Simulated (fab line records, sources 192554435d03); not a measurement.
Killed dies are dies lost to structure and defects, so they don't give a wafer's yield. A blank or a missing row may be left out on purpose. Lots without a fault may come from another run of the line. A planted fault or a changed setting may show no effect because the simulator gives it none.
Which tool did it? | flow n5_finfet | 12 lots, 36 wafers sampled, at 1 step of a route of 1938

WHAT THE GAUGES READ, wafer by wafer
N5_BEOL_M5_CD_MEAS_28: target cd 30.6 nm, target cd y 20 nm.
lot  | measured     | on        | cd_nm (nm)
L074 | day 12 11:50 | cd_sem-02 | 30.29 29.99 29.97
L077 | day 12 21:02 | cd_sem-02 | 30.39 30.79 30.18
L079 | day 12 21:32 | cd_sem-03 | 31.07 31.39 31.09
L080 | day 13 23:24 | cd_sem-01 | 30.56 30.54 30.12
L082 | day 14 03:15 | cd_sem-01 | 30.41 30.14 30.98
L084 | day 14 16:07 | cd_sem-01 | 30.49 30.75 30.04
L089 | day 15 13:41 | cd_sem-01 | 30.62 30.24 30.30
L088 | day 15 22:14 | cd_sem-02 | 30.91 30.79 31.11
L092 | day 16 05:32 | cd_sem-02 | 30.39 30.50 30.44
L093 | day 16 23:44 | cd_sem-02 | 30.11 30.53 30.44
L095 | day 17 06:50 | cd_sem-01 | 30.63 30.55 30.98
L097 | day 17 22:58 | cd_sem-02 | 30.81 30.87 30.88

WHICH TOOL RAN EACH LOT (tool, then ch and the chambers of the sampled wafers, then the start)
The record holds no process step before these readings.

THE ANSWER, worked out from the rows above alone
Rule: what is usual is taken from the lots themselves. Put in order of their means at a reading, lots are off if they are a third of the lots or fewer, leave a main group of 4 or more, and stand apart from it by a gap of 3 or more times the standard deviation of the main group's means; of several such gaps the widest counts. A main group whose means are all the same, to the digits that the tables above print for the reading, isn't used. A lot without any number at a reading at which 4 lots or more have one is off too. The other lots that the step has rows for count as sound.
No lot is off at any reading shown: from this, nothing can be told.

WHAT THE SIMULATOR HAD PUT IN
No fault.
